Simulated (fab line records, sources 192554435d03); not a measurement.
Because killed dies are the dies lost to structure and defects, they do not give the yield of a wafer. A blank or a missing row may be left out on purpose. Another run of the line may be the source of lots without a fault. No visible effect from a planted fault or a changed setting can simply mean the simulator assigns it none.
Chamber matching / flow n5Finfet / N5_SD_EPI_P_ETCH_37 on rieDiel-01: 4 sister chambers
The step etches SOC in N2/H2, overetch 108 nm, time 486 s. 14 wafers are shown with their chamber, then 7 later ones without.

WAFERS WITH THEIR CHAMBER
wafer=L860.3; chamber=3; throttleValvePct (%)=23.65; showerheadPlenumPTorr (Torr)=2.60; drypumpMotorCurrentA (A)=5.4
wafer=L860.5; chamber=3; throttleValvePct (%)=23.65; showerheadPlenumPTorr (Torr)=2.60; drypumpMotorCurrentA (A)=5.4
wafer=L860.6; chamber=2; throttleValvePct (%)=24.03; showerheadPlenumPTorr (Torr)=2.52; drypumpMotorCurrentA (A)=5.5
wafer=L861.2; chamber=0; throttleValvePct (%)=24.09; showerheadPlenumPTorr (Torr)=2.70; drypumpMotorCurrentA (A)=5.1
wafer=L861.4; chamber=1; throttleValvePct (%)=23.22; showerheadPlenumPTorr (Torr)=2.71; drypumpMotorCurrentA (A)=6.0
wafer=L861.5; chamber=0; throttleValvePct (%)=24.09; showerheadPlenumPTorr (Torr)=2.70; drypumpMotorCurrentA (A)=5.1
wafer=L870.2; chamber=0; throttleValvePct (%)=24.10; showerheadPlenumPTorr (Torr)=2.70; drypumpMotorCurrentA (A)=5.1
wafer=L870.3; chamber=2; throttleValvePct (%)=24.06; showerheadPlenumPTorr (Torr)=2.51; drypumpMotorCurrentA (A)=5.5
wafer=L870.5; chamber=1; throttleValvePct (%)=23.23; showerheadPlenumPTorr (Torr)=2.70; drypumpMotorCurrentA (A)=6.0
wafer=L871.1; chamber=2; throttleValvePct (%)=24.05; showerheadPlenumPTorr (Torr)=2.51; drypumpMotorCurrentA (A)=5.6
wafer=L871.2; chamber=1; throttleValvePct (%)=23.22; showerheadPlenumPTorr (Torr)=2.70; drypumpMotorCurrentA (A)=5.9
wafer=L871.5; chamber=3; throttleValvePct (%)=23.68; showerheadPlenumPTorr (Torr)=2.59; drypumpMotorCurrentA (A)=5.4
wafer=L872.3; chamber=1; throttleValvePct (%)=23.23; showerheadPlenumPTorr (Torr)=2.70; drypumpMotorCurrentA (A)=6.0
wafer=L872.5; chamber=3; throttleValvePct (%)=23.68; showerheadPlenumPTorr (Torr)=2.59; drypumpMotorCurrentA (A)=5.4

SIGNATURES (averages over the wafers above)
reading=throttleValvePct; chamber 0=24.0933; chamber 1=23.2250; chamber 2=24.0467; chamber 3=23.6650; scatter within a chamber=0.0124
reading=showerheadPlenumPTorr; chamber 0=2.7000; chamber 1=2.7025; chamber 2=2.5133; chamber 3=2.5950; scatter within a chamber=0.00492
reading=drypumpMotorCurrentA; chamber 0=5.100; chamber 1=5.975; chamber 2=5.533; chamber 3=5.400; scatter within a chamber=0.0376
Rule: a wafer's distance from a chamber is the root of the sum, over the readings, of the square of ((its reading less the chamber's mean) divided by the reading's scatter). The wafer belongs to the nearest chamber; if the next one is less than 2 further off, it can't be placed. The scatter: the root of (the sum of the squares of (reading less its chamber's mean) over the shown wafers, divided by (wafers less chambers)).

WAFERS WHOSE CHAMBER IS MISSING
wafer=L872.6; throttleValvePct (%)=24.11; showerheadPlenumPTorr (Torr)=2.70; drypumpMotorCurrentA (A)=5.1
wafer=L873.2; throttleValvePct (%)=23.24; showerheadPlenumPTorr (Torr)=2.70; drypumpMotorCurrentA (A)=6.0
wafer=L873.4; throttleValvePct (%)=24.07; showerheadPlenumPTorr (Torr)=2.51; drypumpMotorCurrentA (A)=5.5
wafer=L873.5; throttleValvePct (%)=23.67; showerheadPlenumPTorr (Torr)=2.59; drypumpMotorCurrentA (A)=5.4
wafer=L875.1; throttleValvePct (%)=24.09; showerheadPlenumPTorr (Torr)=2.51; drypumpMotorCurrentA (A)=5.5
wafer=L875.3; throttleValvePct (%)=24.13; showerheadPlenumPTorr (Torr)=2.70; drypumpMotorCurrentA (A)=5.1
wafer=L875.6; throttleValvePct (%)=24.08; showerheadPlenumPTorr (Torr)=2.51; drypumpMotorCurrentA (A)=5.5

THE CHAMBER EACH PASSED THROUGH
wafer=L872.6; from the rows above=0; in truth=0
wafer=L873.2; from the rows above=1; in truth=1
wafer=L873.4; from the rows above=2; in truth=2
wafer=L873.5; from the rows above=3; in truth=3
wafer=L875.1; from the rows above=2; in truth=2
wafer=L875.3; from the rows above=0; in truth=0
wafer=L875.6; from the rows above=2; in truth=2
Placed correctly: 7 of 7. Not placeable from these rows: 0. Wrongly placed: 0.
